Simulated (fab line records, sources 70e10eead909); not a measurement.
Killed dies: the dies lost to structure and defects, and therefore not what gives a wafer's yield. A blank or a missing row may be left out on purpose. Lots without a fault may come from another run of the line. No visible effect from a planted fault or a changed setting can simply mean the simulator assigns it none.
Problem report, 8D (eight disciplines) form, completed by code :: flow nand harc :: the parts of the form that need people (team, actions taken, sign-off) are left out

1. PROBLEM STATEMENT
At NHARC_P_M1_EXPOSE_06, exposure dose mJ cm2 averages 80.02 over 9 wafers from 3 lots, while fault-free wafers read 81.82, standard deviation 0.096. That is -19 standard deviations from the usual mean.
The step: exposes mask P M1, target cd 130 nm.
First observed at day 14 18:44: wafer L899.1, on arfi scanner-01. The record has a number at this step for 15 wafers belonging to 5 lots. By rule, "out" or "out of limits" means more than 4 standard deviations away from the usual mean. All remaining wafers that have a number are taken as sound.

2. WHAT THIS IS AND IS NOT
question: which readings at this step
is: exposure dose mJ cm2
is not: -

question: which lots
is: L899, L900, L902
is not: L879, L901

question: which wafers of those lots
is: all that have a number
is not: -

question: read on which tools
is: arfi scanner-01
is not: arfi scanner-03

question: when
is: from day 14 18:44
is not: up to then (3 sound wafers); but 3 sound wafers of L901 came after

3. SUSPECTS, AND WHAT RULES EACH OUT
Counting: any tool at a process step up to the reading is kept as a suspect provided that every lot that is out went through it and no sound lot did after the first of them.
- arfi scanner-01 at NHARC_P_M1_EXPOSE_06 (exposes mask P M1, target cd 130 nm): kept. All lots that are out passed through it, beginning with L899 at day 14 18:44, and no sound lot followed; its final sound lot before that point was L879 at day 6 05:26. Out on those wafers are its own readings of exposure dose mJ cm2.
After counting, what remains is arfi scanner-01 at NHARC_P_M1_EXPOSE_06.

4. THE CAUSE (what the simulator had put in)
Drift in process parameters on arfi scanner-01 at NHARC_P_M1_EXPOSE_06, starting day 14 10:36. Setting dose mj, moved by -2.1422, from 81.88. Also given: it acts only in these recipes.
After counting, this tool was the only one left.

5. SEQUENCE OF EFFECTS, ordered by route
One row per reading whose mean, taken over the struck wafers that have a number, lies over 3 standard deviations from the usual. Only readings whose record carries a usual standard deviation are examined. hours: median over the lots of the time between each lot's start at the first step of this table that gives one and its start at this step. sigmas: the change, counted in usual standard deviations.
hours: 0
step: NHARC_P_M1_EXPOSE_06
reading: exposure dose mJ cm2
usual: 81.82
on struck wafers: 80.02
change: -1.80
sigmas: -19
Its process steps:
- NHARC_P_M1_EXPOSE_06: exposes mask P M1, target cd 130 nm.

6. HOW IT WOULD HAVE BEEN CAUGHT EARLIER
8 hours passed between the start of the fault at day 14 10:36 and the first reading out of limits in this record, taken at day 14 18:44.
